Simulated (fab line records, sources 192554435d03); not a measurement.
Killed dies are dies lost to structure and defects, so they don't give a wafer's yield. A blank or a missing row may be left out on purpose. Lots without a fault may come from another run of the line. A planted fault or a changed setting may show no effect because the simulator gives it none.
Split-lot experiment | flow n5_finfet | 7 lots, 21 wafers read, on a route of 1938 steps

THE SPLIT
At N5_BEOL_M11_PECVD_70 (deposits SiO2 from TEOS/O2, target thk 20 nm, time 22.7 s), the setting time_s was moved away from the recipe's 22.7 s on 4 of the 21 wafers read, by -13.2% to +14.9%. The other wafers ran this setting at the recipe's value.

The reading is taken at the split's own step.

THE READING
SiO2_of_BEOL_M11_PECVD_70.thk_nm (the simulator's own value, which no gauge read), in nm, at N5_BEOL_M11_PECVD_70 (deposits SiO2 from TEOS/O2, target thk 20 nm, time 22.7 s). The file gives no usual value for it. The 17 wafers here that ran the recipe average 19.9 nm, standard deviation 0.39 nm.

wafer  | tool, chamber at the split | time_s as run, s | against the recipe | SiO2_of_BEOL_M11_PECVD_70.thk_nm, nm | against lot-mates on the recipe
L078.2 | pecvd-03, 2                | 22.7             | recipe             | 19.2                                 | -
L078.3 | pecvd-03, 1                | 21.66            | -4.6%              | 18.8                                 | -0.4
L078.5 | pecvd-03, 1                | 21.66            | -4.6%              | 19                                   | -0.2
L085.1 | pecvd-01, 0                | 22.7             | recipe             | 20.2                                 | -
L085.4 | pecvd-01, 2                | 22.7             | recipe             | 19.8                                 | -
L085.5 | pecvd-01, 0                | 22.7             | recipe             | 20.8                                 | -
L086.1 | pecvd-01, 1                | 22.7             | recipe             | 19.8                                 | -
L086.5 | pecvd-01, 1                | 22.7             | recipe             | 19.8                                 | -
L086.6 | pecvd-01, 0                | 19.7             | -13.2%             | 17.6                                 | -2.2
L092.1 | pecvd-01, 1                | 22.7             | recipe             | 19.8                                 | -
L092.6 | pecvd-01, 1                | 22.7             | recipe             | 19.8                                 | -
L092.4 | pecvd-01, 1                | 22.7             | recipe             | 20                                   | -
L093.2 | pecvd-03, 2                | 22.7             | recipe             | 19.4                                 | -
L093.4 | pecvd-03, 0                | 22.7             | recipe             | 20.4                                 | -
L093.6 | pecvd-03, 2                | 22.7             | recipe             | 19.8                                 | -
L094.2 | pecvd-01, 1                | 22.7             | recipe             | 20                                   | -
L094.3 | pecvd-01, 2                | 26.08            | +14.9%             | 22.4                                 | +2.3
L094.6 | pecvd-01, 2                | 22.7             | recipe             | 20.2                                 | -
L096.1 | pecvd-03, 2                | 22.7             | recipe             | 19.2                                 | -
L096.2 | pecvd-03, 0                | 22.7             | recipe             | 19.8                                 | -
L096.3 | pecvd-03, 1                | 22.7             | recipe             | 19.6                                 | -

THE FIT
A straight line over all 21 wafers: SiO2_of_BEOL_M11_PECVD_70.thk_nm changes by +0.174 nm for each +1% of time_s; r = +0.91; the points scatter about the line by 0.38 nm.
The same after taking each lot's own level away (the mean of its wafers on the recipe; 21 wafers): +0.151 nm for each +1%; r = +0.93; scatter 0.29 nm.
On that fit, the largest move of time_s shifts the reading by 2.3 nm.
The lots' own levels span 19.20 to 20.27 nm, that is 2.7 times the standard deviation above.
So the lot-to-lot level changes the slope: the two fits differ.
Check: with one of the wafers moved furthest among these (+14.9%) left out of the fit, the line predicts +2.26 nm for it against its lot-mates. It came out at +2.3 nm against them.

OTHER SPLITS ON THESE WAFERS
These wafers also went through other splits before the reading. Each is held against what the fit with the lots' levels taken away leaves over:
other split on the same wafers | wafers away from the commonest value | r with SiO2_of_BEOL_M11_PECVD_70.thk_nm (lot level and that fit taken away)
N5_BEOL_M5_EXPOSE_25 dose_mj   | 5                                    | +0.18
N5_BEOL_M6_EXPOSE_25 dose_mj   | 6                                    | -0.27
N5_BEOL_M6_ETCH_66 bias_w      | 11                                   | -0.13
N5_BEOL_M6_DEP_56 time_s       | 8                                    | +0.17
N5_BEOL_M9_COAT_05 spin_rpm    | 6                                    | +0.20
N5_BEOL_M9_DESCUM_16 time_s    | 9                                    | +0.12

THE FILE'S OWN FIT
SiO2_of_BEOL_M11_PECVD_70.thk_nm changes by +0.155 nm for each +1% of time_s, r = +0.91.
